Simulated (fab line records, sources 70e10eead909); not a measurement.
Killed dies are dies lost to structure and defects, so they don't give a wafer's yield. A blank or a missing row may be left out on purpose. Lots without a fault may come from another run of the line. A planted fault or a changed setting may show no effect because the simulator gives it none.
One fault seen from 2 desks | flow nand_harc | each desk has only its own numbers; what lay behind them comes last

THE METROLOGY DESK
What the gauges read, lot by lot, whatever tool the lot ran on: means of the sampled wafers that have a number. A lot is out of limits, marked OUT, if its mean lies more than 4 standard deviations from the usual mean; the brackets give that distance.
Columns: A = cd_nm at NHARC_THIN_TSV_CD_MEAS_12, usual 999.5 nm
lot  | first seen here | A
L661 | day 25 02:20    | 997.2
L662 | day 25 03:33    | 997.4
L664 | day 25 04:45    | 1001.4
L666 | day 26 00:25    | 998.3
L667 | day 26 18:22    | 995.9
L676 | day 30 11:17    | 999.1
L678 | day 30 15:45    | 1000.5
L675 | day 30 18:14    | 999.4
L680 | day 31 16:28    | 998.8
L679 | day 32 02:33    | 998.6
L684 | day 33 13:20    | 999.4
L682 | day 33 14:37    | 1001.0
L683 | day 33 18:59    | 999.7
This desk's finding: nothing out of limits on any of the 13 lots.

THE TOOL OWNER'S DESK: pecvd-04
The tool's own readings at NHARC_P_M2_DEP_00 (deposits SiOC, target thk 182.5 nm): means of the sampled wafers that have a number, for each lot that ran on this tool. A lot is out of limits, marked OUT, if its mean lies more than 4 standard deviations from the usual mean; the brackets give that distance.
Columns: A = rf_fwd_power_W at NHARC_P_M2_DEP_00, usual 598.7 W; B = showerhead_vpp_V at NHARC_P_M2_DEP_00, usual 1553 V
lot  | first seen here | A     | B
L664 | day 7 14:30     | 599.6 | 1588
L666 | day 8 10:36     | 599.0 | 1613
L667 | day 8 18:10     | 600.3 | 1576
L678 | day 13 03:20    | 597.4 | 1635
L679 | day 14 12:19    | 598.3 | 1574
L680 | day 14 12:53    | 599.0 | 1569
L684 | day 16 00:38    | 599.5 | 1569
This desk's finding: nothing out of limits on any of the 7 lots.

PUT TOGETHER
The metrology desk saw nothing out of limits.
The tool owner's desk saw nothing out of limits.

WHAT THE SIMULATOR HAD PUT IN
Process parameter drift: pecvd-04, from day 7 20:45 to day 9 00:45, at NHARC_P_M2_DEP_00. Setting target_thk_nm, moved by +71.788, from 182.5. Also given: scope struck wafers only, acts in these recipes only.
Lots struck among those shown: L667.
